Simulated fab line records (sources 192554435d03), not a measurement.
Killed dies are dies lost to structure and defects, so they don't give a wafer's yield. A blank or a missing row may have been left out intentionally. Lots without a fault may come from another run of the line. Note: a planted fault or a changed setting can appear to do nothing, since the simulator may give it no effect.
Split-lot trial -- flow n5_finfet -- 7 lots, 21 wafers read, on a route of 1938 steps

SPLIT DETAILS
At N5_BEOL_M13_EXPOSE_25 (exposes mask M13, target cd 210 nm), the setting dose_mj was moved away from the recipe's 22 on 6 of the 21 wafers read, by -3.4% to +7.3%. The other wafers ran this setting at the recipe's value.

FROM THE SPLIT TO THE READING: what the file shows between them, 3 steps
- N5_BEOL_M13_PEB_26: peb time 90 s
- N5_BEOL_M13_DEVELOP_27: develop time 45 s
- N5_BEOL_M13_HARDBAKE_32: time 120 s

THE READING
cd_nm (nm) at N5_BEOL_M13_CD_MEAS_28, where the cd target is 209.5 nm. Fault-free wafers of this fab line usually give 209.3 nm, standard deviation 1.2 nm.

wafer,"tool, chamber at the split",dose_mj as run,against the recipe,"cd_nm, nm",against lot-mates on the recipe
L074.3,"krf_scanner-01, 0",23.22,+5.5%,214.5,+6.0
L074.4,"krf_scanner-01, 0",23.22,+5.5%,215.2,+6.7
L074.6,"krf_scanner-01, 0",22,recipe,208.5,-
L075.1,"krf_scanner-01, 0",22,recipe,209.1,-
L075.3,"krf_scanner-01, 0",23.6,+7.3%,216.7,+6.2
L075.4,"krf_scanner-01, 0",22,recipe,211.8,-
L077.1,"krf_scanner-01, 0",22,recipe,208.7,-
L077.3,"krf_scanner-01, 0",22,recipe,210.5,-
L077.6,"krf_scanner-01, 0",22,recipe,209.8,-
L085.2,"krf_scanner-01, 0",22,recipe,208.9,-
L085.3,"krf_scanner-01, 0",22,recipe,208.2,-
L085.4,"krf_scanner-01, 0",22,recipe,210.6,-
L086.2,"krf_scanner-02, 0",22,recipe,208.4,-
L086.3,"krf_scanner-02, 0",22,recipe,210.0,-
L086.5,"krf_scanner-02, 0",22,recipe,210.6,-
L089.1,"krf_scanner-01, 0",21.25,-3.4%,206.6,-2.7
L089.4,"krf_scanner-01, 0",22,recipe,209.3,-
L089.6,"krf_scanner-01, 0",21.25,-3.4%,205.7,-3.6
L093.1,"krf_scanner-01, 0",22,recipe,208.2,-
L093.5,"krf_scanner-01, 0",22,recipe,208.3,-
L093.6,"krf_scanner-01, 0",22.43,+2.0%,212.6,+4.3

FIT RESULTS
A straight line over all 21 wafers: cd_nm changes by +0.997 nm for each +1% of dose_mj; r = +0.93; the points scatter about the line by 1 nm.
The same after taking each lot's own level away (the mean of its wafers on the recipe; 21 wafers): +1.02 nm for each +1%; r = +0.94; scatter 1 nm.
According to that fit, moving dose_mj by its largest amount changes the reading by 7.4 nm.
Measured against the standard deviation above, the lots' own levels, which go from 208.25 to 210.45 nm, span 1.8 times it.
Consequently the slope shifts little with the lot-to-lot level, the two slopes agreeing.
Check: for one of the wafers moved furthest among these (+7.3%), held out of the fit, the line's prediction against its lot-mates is +8.34 nm. It came out at +6.25 nm against them.

THESE WAFERS: OTHER SPLITS
Before the reading, these wafers also passed through other splits. Each is held against what the fit with the lots' levels taken away leaves over:
other split on the same wafers,wafers away from the commonest value,r with cd_nm (lot level and that fit taken away)
N5_BEOL_M11_COAT_05 spin_rpm,6,+0.16
N5_BEOL_M12_EXPOSE_07 dose_mj,7,-0.11

THE WHOLE CHAIN: every reading that the file lists as answering this split, in the file's order
step,what it does,reading,change (the file's fit),r (the file's)
N5_BEOL_M13_CD_MEAS_28,target cd 209.5 nm,cd_nm,+1.01 nm for each +1% of the setting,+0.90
N5_BEOL_M13_DESCUM_33,"chemistry O2, time 7.9 s","BEOL_M13.cd_nm (the simulator's own value, which no gauge read)",+1.01 nm for each +1% of the setting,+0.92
N5_BEOL_M13_ETCH_67,"etches SiARC in CF4, target depth 143 nm, time 238.3 s","BEOL_M13.cd_nm (the simulator's own value, which no gauge read)",+1.09 nm for each +1% of the setting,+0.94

FILE'S OWN FIT
cd_nm changes by +1.01 nm for each +1% of dose_mj, r = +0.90.
